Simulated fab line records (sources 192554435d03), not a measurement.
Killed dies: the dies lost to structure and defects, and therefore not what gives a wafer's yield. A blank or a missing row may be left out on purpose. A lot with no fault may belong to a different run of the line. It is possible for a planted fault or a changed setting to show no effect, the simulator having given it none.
Which of the tools did it? | flow n5-finfet | at 1 step of a route of 1938, 10 lots with 30 wafers sampled

WHAT THE GAUGES SHOWED, per wafer
N5_SD_EPI_N_CD_MEAS_09: target cd 120 nm.
lot  | measured    | on        | cd-nm (nm)
L075 | day 3 08:40 | cd-sem-03 | 121.6 119.8 120.2
L077 | day 3 18:33 | cd-sem-01 | 119.5 120.3 118.3
L079 | day 4 06:54 | cd-sem-01 | 119.8 119.7 119.4
L082 | day 5 02:42 | cd-sem-01 | 119.7 121.5 119.9
L084 | day 5 16:50 | cd-sem-03 | 120.6 119.3 119.0
L086 | day 6 04:04 | cd-sem-02 | 118.9 119.9 118.3
L089 | day 6 19:05 | cd-sem-03 | 120.6 118.9 119.5
L091 | day 7 10:58 | cd-sem-02 | 119.5 121.6 120.9
L093 | day 7 19:04 | cd-sem-01 | 119.8 119.8 119.7
L096 | day 8 14:47 | cd-sem-01 | 120.9 121.1 120.5

TOOL THAT RAN EACH LOT (tool first, then ch and the chambers of the sampled wafers, then the start)
The record holds no process step before these readings.

THE ANSWER, worked out from the rows above alone
Rule: what is usual is taken from the lots themselves. The widest of any qualifying gaps counts: lots, ordered by their means at a reading, are off when they make up no more than a third of the lots, leave a main group of 4 or more, and stand apart from it by 3 or more times the standard deviation of that group's means. A main group is skipped when, at the precision printed for the reading in the tables above, its means are all equal. A lot without any number at a reading at which 4 lots or more have one is off too. Where the step has rows for the other lots, those lots are counted as sound.
Across all readings shown, no lot is off: no conclusion can be drawn from this.

WHAT THE SIMULATOR HAD PUT IN
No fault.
